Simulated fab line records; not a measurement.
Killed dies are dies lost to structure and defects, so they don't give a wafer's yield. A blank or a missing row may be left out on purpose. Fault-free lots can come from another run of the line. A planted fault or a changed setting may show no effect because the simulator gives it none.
Matching of chambers    flow n5_finfet    N5_BEOL_M7_ETCH_62 on rie_diel-05 has 4 sister chambers
The step etches SOC in N2/H2, target depth 110 nm, overetch 22 nm, time 165 s. 4 wafers are shown with their chamber, then 8 later ones without.

WAFERS WITH THEIR CHAMBER
wafer   chamber  throttle_valve_pct (%)
L076.1  1        18.05
L083.1  0        17.74
L083.5  2        17.75
L089.3  3        17.96

WAFERS WHOSE CHAMBER IS MISSING
wafer   throttle_valve_pct (%)
L089.4  18.11
L089.6  17.77
L092.2  17.77
L092.4  17.95
L092.5  17.77
L097.2  17.78
L097.3  17.78
L097.4  17.99

WHICH CHAMBER EACH ONE RAN IN
wafer   from the rows above      in truth
L089.4  1                        1
L089.6  can't be placed: 2 or 0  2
L092.2  can't be placed: 2 or 0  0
L092.4  3                        3
L092.5  can't be placed: 2 or 0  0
L097.2  can't be placed: 2 or 0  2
L097.3  can't be placed: 2 or 0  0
L097.4  can't be placed: 3 or 1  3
Correct placement for 2 of the 8. These rows do not allow placing 6 (true chamber among the candidates in 6). 0 placed wrongly.
How it was worked out, from the rows above alone: a wafer's distance from a chamber is the root of the sum, over the readings, of the square of ((its reading less the chamber's mean) divided by the reading's scatter). If the next closest chamber is less than 2 further off than the closest, the wafer can't be placed; otherwise it belongs to the closest. The mean given for a chamber averages the wafers shown for that chamber. The scatter (one wafer shown for each chamber): square how far every hidden wafer sits from the nearest shown wafer, average those squares and take the square root.
